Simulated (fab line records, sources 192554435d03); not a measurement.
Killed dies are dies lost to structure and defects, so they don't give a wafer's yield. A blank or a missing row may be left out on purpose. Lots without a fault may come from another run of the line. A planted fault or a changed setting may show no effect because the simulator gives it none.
Which tool did it? | flow n5_finfet | 23 lots, 69 wafers sampled, at 4 steps of a route of 1938

WHAT THE GAUGES READ, wafer by wafer
N5_GATE_CUT_THK_MEAS_24. Usual: GC_FILL_THK 219.8 nm, standard deviation 2.
lot  | measured     | on            | GC_FILL_THK (nm)  | flag
L075 | day 4 20:51  | film_metro-02 | 218.9 219.0 220.3 |
L076 | day 5 02:37  | film_metro-02 | 215.0 220.0 217.4 |
L077 | day 5 13:12  | film_metro-02 | 218.7 221.3 222.5 |
L074 | day 5 14:40  | film_metro-01 | 216.2 216.9 219.6 |
L078 | day 5 17:22  | film_metro-02 | 220.2 220.2 221.5 |
L079 | day 5 20:33  | film_metro-02 | 218.3 218.0 217.5 |
L080 | day 6 03:45  | film_metro-02 | 220.4 220.4 220.5 |
L081 | day 6 10:10  | film_metro-02 | 218.3 222.0 219.5 |
L082 | day 6 21:17  | film_metro-01 | 215.2 219.1 221.6 |
L083 | day 7 02:46  | film_metro-01 | 218.8 218.7 221.5 |
L084 | day 7 07:23  | film_metro-01 | 219.3 220.3 218.4 |
L085 | day 7 13:17  | film_metro-01 | 216.7 220.6 221.6 |
L087 | day 8 02:54  | film_metro-01 | 218.7 219.5 219.4 |
L088 | day 8 06:35  | film_metro-01 | 223.0 220.3 223.5 |
L089 | day 8 09:41  | film_metro-01 | 220.5 221.4 221.0 |
L090 | day 8 18:03  | film_metro-02 | 217.5 220.0 221.1 |
L091 | day 8 23:29  | film_metro-01 | 215.7 219.1 218.8 |
L092 | day 9 02:18  | film_metro-01 | 221.5 223.1 219.2 |
L093 | day 9 09:27  | film_metro-02 | 218.6 220.1 223.9 |
L094 | day 9 14:52  | film_metro-02 | 221.0 220.4 221.0 |
L095 | day 9 22:07  | film_metro-02 | 217.5 223.2 221.9 |
L096 | day 10 01:56 | film_metro-01 | 216.8 220.3 219.4 |
L097 | day 10 08:40 | film_metro-02 | 219.6 218.9 223.4 |

N5_MOL_CONTACT_COAG_CD_MEAS_84: target cd 25.1 nm. Usual: cd_nm 25.05 nm, standard deviation 0.29.
lot  | measured     | on        | cd_nm (nm)        | flag
L075 | day 5 10:46  | cd_sem-03 | 24.48 24.61 24.33 |
L076 | day 5 15:10  | cd_sem-02 | 25.28 25.02 24.78 |
L077 | day 6 00:01  | cd_sem-03 | 24.52 24.92 24.73 |
L074 | day 6 01:59  | cd_sem-02 | 25.44 25.32 25.12 |
L078 | day 6 03:31  | cd_sem-03 | 25.28 25.38 24.79 |
L079 | day 6 06:32  | cd_sem-03 | 25.47 25.20 25.06 |
L080 | day 6 13:45  | cd_sem-02 | 25.41 25.27 25.10 |
L081 | day 6 19:28  | cd_sem-02 | 24.61 24.82 25.02 |
L082 | day 7 07:52  | cd_sem-02 | 25.02 24.91 25.47 |
L083 | day 7 15:55  | cd_sem-02 | 25.10 25.09 25.36 |
L084 | day 7 19:14  | cd_sem-03 | 25.17 25.13 25.39 |
L085 | day 8 01:13  | cd_sem-03 | 24.75 24.94 24.92 |
L087 | day 8 12:58  | cd_sem-03 | 24.98 25.40 25.06 |
L088 | day 8 16:12  | cd_sem-02 | 24.94 25.31 24.83 |
L089 | day 8 21:02  | cd_sem-03 | 25.06 25.74 25.12 |
L090 | day 9 06:54  | cd_sem-03 | 25.59 24.91 25.07 |
L091 | day 9 09:47  | cd_sem-01 | 25.14 24.86 25.11 |
L092 | day 9 13:44  | cd_sem-01 | 25.28 25.09 24.93 |
L093 | day 9 18:59  | cd_sem-03 | 24.69 24.22 24.68 |
L094 | day 10 01:01 | cd_sem-02 | 24.72 25.12 25.03 |
L095 | day 10 11:23 | cd_sem-01 | 25.27 25.04 25.05 |
L096 | day 10 14:19 | cd_sem-02 | 24.58 24.48 25.21 |
L097 | day 10 22:16 | cd_sem-01 | 25.52 25.37 24.97 |

WHICH TOOL RAN EACH LOT (tool, then ch and the chambers of the sampled wafers, then the start)
lot  | N5_GATE_CUT_VAPOR_ETCH_51         | N5_MOL_CONTACT_COAG_DESCUM_13
L075 | rie_metal-03 ch 0,1, day 4 18:52  | rie_diel-03 ch 1,2, day 4 22:08
L076 | rie_metal-02 ch 1, day 5 00:37    | rie_diel-06 ch 0,1, day 5 03:46
L077 | rie_metal-03 ch 0,1, day 5 09:29  | rie_diel-05 ch 0,2, day 5 14:37
L074 | rie_metal-02 ch 0,1, day 5 10:54  | rie_diel-06 ch 0,3, day 5 15:50
L078 | rie_metal-03 ch 0,1, day 5 15:19  | rie_diel-06 ch 0,3, day 5 18:38
L079 | rie_metal-03 ch 0,1, day 5 18:33  | rie_diel-03 ch 3, day 5 21:50
L080 | rie_metal-03 ch 0,1, day 6 01:26  | rie_diel-05 ch 1,2, day 6 05:02
L081 | rie_metal-01 ch 0,1, day 6 08:11  | rie_diel-05 ch 1,2, day 6 11:32
L082 | rie_metal-01 ch 0,1, day 6 19:01  | rie_diel-03 ch 0,3, day 6 22:27
L083 | rie_metal-01 ch 0,1, day 7 00:47  | rie_diel-03 ch 0,2,3, day 7 04:42
L084 | rie_metal-03 ch 0,1, day 7 05:23  | rie_diel-03 ch 2,3, day 7 08:46
L085 | rie_metal-02 ch 0,1, day 7 11:18  | rie_diel-06 ch 0,3, day 7 14:34
L087 | rie_metal-02 ch 0,1, day 8 00:28  | rie_diel-03 ch 1,2, day 8 04:11
L088 | rie_metal-01 ch 0,1, day 8 04:11  | rie_diel-05 ch 1,2, day 8 07:53
L089 | rie_metal-02 ch 0,1, day 8 07:41  | rie_diel-03 ch 1,2, day 8 11:04
L090 | rie_metal-02 ch 0,1, day 8 16:04  | rie_diel-03 ch 0,1,2, day 8 19:18
L091 | rie_metal-01 ch 0,1, day 8 21:27  | rie_diel-05 ch 0,2,3, day 9 00:40
L092 | rie_metal-02 ch 0,1, day 9 00:19  | rie_diel-06 ch 0,2, day 9 03:38
L093 | rie_metal-01 ch 0,1, day 9 07:27  | rie_diel-05 ch 0,3, day 9 10:37
L094 | rie_metal-01 ch 0,1, day 9 12:49  | rie_diel-03 ch 0,1,2, day 9 16:19
L095 | rie_metal-03 ch 0,1, day 9 20:08  | rie_diel-03 ch 0,1, day 9 23:21
L096 | rie_metal-02 ch 1, day 9 23:56    | rie_diel-03 ch 1,2, day 10 03:26
L097 | rie_metal-02 ch 0,1, day 10 06:40 | rie_diel-03 ch 0,2, day 10 10:58
- N5_GATE_CUT_VAPOR_ETCH_51: etches HfO2 in BCl3/Cl2.
- N5_MOL_CONTACT_COAG_DESCUM_13: chemistry O2, time 7 s.

WHAT THE TOOLS THEMSELVES READ (means of the sampled wafers that have a number; where no wafer has one, the mark that the record gives instead)
N5_GATE_CUT_VAPOR_ETCH_51. Usual: drypump_motor_current_A 5.80 A, standard deviation 0.24; oes_product_au 0.81 a.u., standard deviation 0.056.
lot  | tool         | drypump_motor_current_A (A) | oes_product_au (a.u.) | flag
L075 | rie_metal-03 | 5.81                        | 0.81                  |
L076 | rie_metal-02 | 5.89                        | 0.84                  |
L077 | rie_metal-03 | 5.79                        | 0.79                  |
L074 | rie_metal-02 | 5.92                        | 0.89                  |
L078 | rie_metal-03 | 5.81                        | 0.79                  |
L079 | rie_metal-03 | 5.79                        | 0.79                  |
L080 | rie_metal-03 | 5.79                        | 0.79                  |
L081 | rie_metal-01 | 5.74                        | 0.78                  |
L082 | rie_metal-01 | 5.48                        | 0.75                  |
L083 | rie_metal-01 | 5.48                        | 0.75                  |
L084 | rie_metal-03 | 5.82                        | 0.79                  |
L085 | rie_metal-02 | 5.97                        | 0.87                  |
L087 | rie_metal-02 | 5.96                        | 0.87                  |
L088 | rie_metal-01 | 5.47                        | 0.74                  |
L089 | rie_metal-02 | 5.97                        | 0.86                  |
L090 | rie_metal-02 | 5.91                        | 0.83                  |
L091 | rie_metal-01 | 5.47                        | 0.74                  |
L092 | rie_metal-02 | 5.92                        | 0.82                  |
L093 | rie_metal-01 | 5.70                        | 0.75                  |
L094 | rie_metal-01 | 5.50                        | 0.73                  |
L095 | rie_metal-03 | 5.83                        | 0.79                  |
L096 | rie_metal-02 | 5.87                        | 0.81                  |
L097 | rie_metal-02 | 5.96                        | 0.84                  |

N5_MOL_CONTACT_COAG_DESCUM_13. Usual: drypump_motor_current_A 5.6 A, standard deviation 0.48; oes_product_au 0.82 a.u., standard deviation 0.11; rf_fwd_power_W 49.32 W, standard deviation 0.23; rf_vpp_V 243.2 V, standard deviation 1.2; showerhead_plenum_p_Torr 2.10 Torr, standard deviation 0.053; throttle_valve_pct 20.51 %, standard deviation 0.23.
lot  | tool        | drypump_motor_current_A (A) | oes_product_au (a.u.) | rf_fwd_power_W (W) | rf_vpp_V (V) | showerhead_plenum_p_Torr (Torr) | throttle_valve_pct (%) | flag
L075 | rie_diel-03 | 5.8                         | 0.88                  | 49.40              | 242.7        | 2.14                            | 20.50                  |
L076 | rie_diel-06 | 5.7                         | 0.77                  | 49.50              | 243.4        | 2.09                            | 20.49                  |
L077 | rie_diel-05 | 5.2                         | 0.82                  | 49.27              | 242.7        | 2.03                            | 20.52                  |
L074 | rie_diel-06 | 5.2                         | 0.86                  | 49.29              | 244.2        | 2.15                            | 20.27                  |
L078 | rie_diel-06 | 4.9                         | 0.78                  | 49.36              | 244.8        | 2.17                            | 20.53                  |
L079 | rie_diel-03 | 5.5                         | 0.72                  | 49.21              | 244.3        | 2.17                            | 20.75                  |
L080 | rie_diel-05 | 5.0                         | 0.84                  | 49.45              | 242.5        | 2.10                            | 20.38                  |
L081 | rie_diel-05 | 4.9                         | 0.80                  | 49.13              | 243.0        | 2.07                            | 20.51                  |
L082 | rie_diel-03 | 6.0                         | 0.70                  | 49.05              | 242.3        | 2.09                            | 20.69                  |
L083 | rie_diel-03 | 5.9                         | 0.77                  | 49.14              | 243.4        | 2.12                            | 20.60                  |
L084 | rie_diel-03 | 5.7                         | 0.84                  | 49.00              | 245.2        | 2.16                            | 20.51                  |
L085 | rie_diel-06 | 5.1                         | 0.83                  | 48.97              | 244.2        | 2.15                            | 20.29                  |
L087 | rie_diel-03 | 5.9                         | 0.92                  | 49.29              | 243.0        | 2.09                            | 20.38                  |
L088 | rie_diel-05 | 4.9                         | 0.77                  | 49.39              | 243.1        | 2.06                            | 20.54                  |
L089 | rie_diel-03 | 5.9                         | 0.91                  | 49.47              | 243.4        | 2.09                            | 20.39                  |
L090 | rie_diel-03 | 6.0                         | 0.94                  | 49.13              | 242.7        | 2.09                            | 20.39                  |
L091 | rie_diel-05 | 5.6                         | 0.77                  | 49.70              | 242.1        | 2.04                            | 20.58                  |
L092 | rie_diel-06 | 5.1                         | 0.90                  | 49.30              | 243.7        | 2.10                            | 20.22                  |
L093 | rie_diel-05 | 6.0                         | 0.81                  | 49.56              | 242.5        | 2.04                            | 20.47                  |
L094 | rie_diel-03 | 6.0                         | 0.92                  | 49.11              | 243.2        | 2.08                            | 20.42                  |
L095 | rie_diel-03 | 6.0                         | 0.92                  | 49.19              | 242.9        | 2.05                            | 20.41                  |
L096 | rie_diel-03 | 5.9                         | 0.89                  | 49.28              | 242.6        | 2.08                            | 20.41                  |
L097 | rie_diel-03 | 6.0                         | 0.90                  | 48.98              | 243.4        | 2.12                            | 20.43                  |

THE ANSWER, worked out from the rows above alone
Rule: a lot is off if the mean of its wafers that have a number lies more than 3 standard deviations from the usual mean. A lot without any number at a reading at which 4 lots or more have one is off too. The other lots that the step has rows for count as sound. The gauges are gone through in route order, then the tools' own readings, and for those a lot's mean is taken as printed above. The first step at which some lot is off is used, and at that step the reading that is off furthest; a lot without a number counts as furthest.
No lot is off at any reading shown: from this, nothing can be told.

WHAT THE SIMULATOR HAD PUT IN
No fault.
